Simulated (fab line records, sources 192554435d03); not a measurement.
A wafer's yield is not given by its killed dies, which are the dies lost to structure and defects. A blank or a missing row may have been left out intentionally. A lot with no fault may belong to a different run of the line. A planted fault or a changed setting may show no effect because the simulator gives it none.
Chamber matching	flow n5_finfet	pecvd-02 running N5_BEOL_M2_ILD_DEP_00: 3 sister chambers
The step deposits SiOC from DEMS/O2, target thk 79 nm, time 15.3 s. 6 wafers are shown with their chamber, then 8 later ones without.

WAFERS, EACH WITH ITS CHAMBER
wafer	chamber	showerhead_vpp_V (V)	throttle_valve_pct (%)
L085.2	0	1508	11.0
L085.3	1	1570	12.6
L086.2	2	1365	11.8
L086.4	2	1355	11.5
L086.5	1	1566	12.5
L088.4	0	1519	11.3

WAFERS WITH NO CHAMBER GIVEN
wafer	showerhead_vpp_V (V)	throttle_valve_pct (%)
L088.5	1358	11.5
L088.6	1534	12.5
L091.2	1522	11.0
L091.5	1506	11.0
L091.6	1551	12.9
L092.2	1491	11.3
L092.4	1484	11.1
L092.5	1335	11.3

WHICH CHAMBER EACH WENT THROUGH
wafer	from the rows above	in truth
L088.5	2	2
L088.6	1	1
L091.2	0	0
L091.5	0	0
L091.6	1	1
L092.2	0	0
L092.4	0	0
L092.5	2	2
Correctly placed: 8 of 8. Left unplaced by these rows: 0. Number placed wrongly: 0.
How it was worked out, from the rows above alone: a wafer's distance from a chamber is the root of the sum, over the readings, of the square of ((its reading less the chamber's mean) divided by the reading's scatter). If the next closest chamber is less than 2 further off than the closest, the wafer can't be placed; otherwise it belongs to the closest. Each chamber's mean is taken over the wafers shown for it. The scatter: take each reading less its chamber's mean, square it, sum over the shown wafers, divide by the number of wafers less the number of chambers, and take the root.
